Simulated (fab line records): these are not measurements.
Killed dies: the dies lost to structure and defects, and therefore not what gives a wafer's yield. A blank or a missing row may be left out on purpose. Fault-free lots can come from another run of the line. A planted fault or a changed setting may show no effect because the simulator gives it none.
Problem report, 8D (eight disciplines) form, completed by code | flow n5Finfet | the parts of the form that need people (team, actions taken, sign-off) are left out

1. WHAT WENT WRONG
At N5_PMOS_HMC_CHANNEL_EPI_CD_MEAS_09, cdNm averages 273.6 nm over 2 wafers from 2 lots, while fault-free wafers read 237.6 nm, standard deviation 1. That puts it +36 standard deviations away from the usual mean.
The step: target cd 237.4 nm.
Seen first at day 4 17:16 on cdSem-02, wafer L606.5. Wafers with a number at this step in the record: 9, from 4 lots. By rule, "out" or "out of limits" means more than 4 standard deviations away from the usual mean. The other wafers with a number count as sound.

2. WHAT IT IS, WHAT IT ISN'T
question                    | is                 | is not
which readings at this step | cdNm               | -
which lots                  | L606, L607         | L601, L615
which wafers of those lots  | L606.5, L607.4     | L606.6, L607.1
read on which gauges        | cdSem-02, cdSem-03 | -
when                        | from day 4 17:16   | up to then (4 sound wafers); but 3 sound wafers of L607, L615 came after

3. SUSPECTS, AND WHAT RULES EACH OUT
Counting: any tool at a process step up to the reading remains a suspect provided it ran every lot that is out. Sound lots after the first of them don't rule it out here, since some wafers of a struck lot are sound.
- the gauge at N5_PMOS_HMC_CHANNEL_EPI_CD_MEAS_09 is ruled out. 2 gauges (cdSem-02, cdSem-03) read the wafers that are out.
- arfiScanner-02 at N5_PMOS_HMC_CHANNEL_EPI_EXPOSE_06 (exposes mask PMOS HMC BLK, target cd 240 nm): kept. Ran every lot that is out, first one L606 (day 4 17:09); last sound lot up to then L601 (day 3 12:08).
After counting, what remains is arfiScanner-02 at N5_PMOS_HMC_CHANNEL_EPI_EXPOSE_06.

4. THE CAUSE (what the simulator had put in)
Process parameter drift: arfiScanner-02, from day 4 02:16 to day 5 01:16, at N5_PMOS_HMC_CHANNEL_EPI_EXPOSE_06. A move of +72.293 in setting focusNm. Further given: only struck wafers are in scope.
Counting left only this tool.

5. THE CHAIN OF EFFECTS, in route order
One row per reading whose mean, taken over the struck wafers that have a number, lies over 3 standard deviations from the usual. Scope: only readings with a usual standard deviation given in the record; hours: median across lots of the time from each lot's start at the first step in this table that gives one to its start at this step; sigmas: change in usual standard deviations.
hours | step                               | reading            | usual    | on struck wafers | change | sigmas
0     | N5_PMOS_HMC_CHANNEL_EPI_CD_MEAS_09 | cdNm               | 237.6 nm | 273.6            | +36.0  | +36
235   | N5_PASSIVATION_PROBE_49            | defectLimitedYield | 91.5 %   | 73.0             | -18.5  | -12
235   | N5_PASSIVATION_PROBE_49            | killedAtFrontEnd   | 41       | 262              | +222   | +20
235   | N5_PASSIVATION_PROBE_49            | killedDies         | 100      | 318              | +218   | +13
235   | N5_PASSIVATION_PROBE_49            | killedOnRim        | 13       | 92               | +80    | +18
235   | N5_PASSIVATION_PROBE_49            | sortNPass          | 1080     | 862              | -218   | -13
235   | N5_PASSIVATION_PROBE_49            | sortYieldPct       | 91.5 %   | 73.0             | -18.5  | -12
It contains these process steps:
- N5_PASSIVATION_PROBE_49
Later steps that measure or inspect, where all struck wafers having a row at the step show a number for every such reading and not one has moved that far: N5_BEOL_M4_RC_MEAS_101.

6. WHAT WOULD HAVE CAUGHT IT SOONER
Counted from the fault's start at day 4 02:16, it took 15 hours until the first out-of-limits reading at a measuring or inspecting step in this record, taken at day 4 17:16.
Lots out: 2; of these, L607 started N5_PMOS_HMC_CHANNEL_EPI_EXPOSE_06 on arfiScanner-02 after day 4 17:16. Putting the tool on hold at that point would have spared it.
